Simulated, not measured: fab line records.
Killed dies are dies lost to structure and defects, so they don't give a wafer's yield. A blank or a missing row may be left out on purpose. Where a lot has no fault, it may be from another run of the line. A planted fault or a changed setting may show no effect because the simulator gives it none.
Struck lot and sound lot, side by side ; flow nand harc ; 15 out of 1302 route steps
Sound: these wafers, L853.4, L853.5, L853.6. The struck wafers were L848.2, L848.4, L848.5. The cause is named last.
Each step with rows lists, per side, the tool, then ch with its chambers, then its first start. Under that, the readings that differ: sound wafers ; struck wafers ; difference of the means ; sigmas: that difference in standard deviations of wafers without a fault.
alike: words and numbers the same on both sides, and readings whose means are apart by under 2 such deviations; not compared: readings that were withheld, readings missing a value for some wafer, numbers with overlapping values and no deviation given by the record, and bounds like >300 which may hide the same value.
Wherever a step has rows on one side only, a row that says differs or no value, or a row with sigmas, the two part there. Numbers that have no deviation but don't overlap get no sigmas and don't part them. A reading that every wafer of one side lacks parts them only if that side has two wafers or more.

first, 8 steps without rows for these wafers: NHARC_P_GATE_DEHYDRATE_18 (time 120 s); NHARC_P_GATE_HMDS_19 (time 30 s); NHARC_P_GATE_COAT_20 (resist thk 90 nm); NHARC_P_GATE_SOFTBAKE_21 (time 55 s); NHARC_P_GATE_EBR_22; NHARC_P_GATE_EXPOSE_23 (exposes mask P GATE, target cd 120 nm); NHARC_P_GATE_PEB_24 (peb time 65 s); NHARC_P_GATE_DEVELOP_25 (develop time 35 s).
NHARC_P_GATE_CD_MEAS_26: the cd target is 120 nm.
  sound on cd sem-01 ch 0, day 13 22:17; struck on cd sem-03 ch 0, day 11 21:41
  alike: cd nm
NHARC_P_GATE_OVL_MEAS_27:
  struck on overlay-02, day 11 21:46; sound on overlay-01, day 13 22:22
  alike: overlay x nm, overlay y nm
NHARC_P_GATE_INSPECT_28:
  struck on defect inspect-02, day 11 21:48; sound on defect inspect-01, day 13 22:25
  alike: raw defect count
NHARC_P_GATE_DESCUM_31: chemistry O2, time 3 s.
  sound on rie diel-02 ch 0,2,3, day 13 22:29; struck on rie diel-06 ch 0,1, day 11 21:52
  alike: drypump motor current A, o2 flow sccm, oes product au, rf vpp V, showerhead plenum p Torr, throttle valve pct
  not compared: rf hours counter h
NHARC_P_GATE_ETCH_104: etches the open film in CF4/CHF3, target depth 60 nm.
  sound on rie diel-02 ch 0,3, day 13 22:34; struck on rie diel-06 ch 0,1,2, day 11 21:56
reading;sound;struck;difference;sigmas
oes product au (a.u.);0.970 0.953 0.978;0.704 0.704 0.713;-0.260;-11
rf fwd power W (W);491.5 491.0 491.4;292.7 293.1 297.5;-196.9;-73
model.P_GATE.cd nm (nm);119.5 120.3 119.8;122 121.2 121.4;+2;
  alike: drypump motor current A, rf vpp V, showerhead plenum p Torr, throttle valve pct
NHARC_P_GATE_HM_OPEN_105: chemistry O2/COS, target depth 360 nm.
  sound: rie diel-02 ch 0,2,3; struck: rie diel-06 ch 0,3
  alike: drypump motor current A, o2 flow sccm, oes product au, rf vpp V, showerhead plenum p Torr, throttle valve pct
  not compared: rf hours counter h
next, for these wafers, 1 step has no rows: NHARC_END_SORT_01.

WHERE THEY PART
Only at NHARC_P_GATE_ETCH_104, as far as this record shows. Later steps at which nothing parts them and some readings are alike: NHARC_P_GATE_HM_OPEN_105.

WHY: what had been put in by the simulator
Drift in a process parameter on rie diel-06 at NHARC_P_GATE_ETCH_104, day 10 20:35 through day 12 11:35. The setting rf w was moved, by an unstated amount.
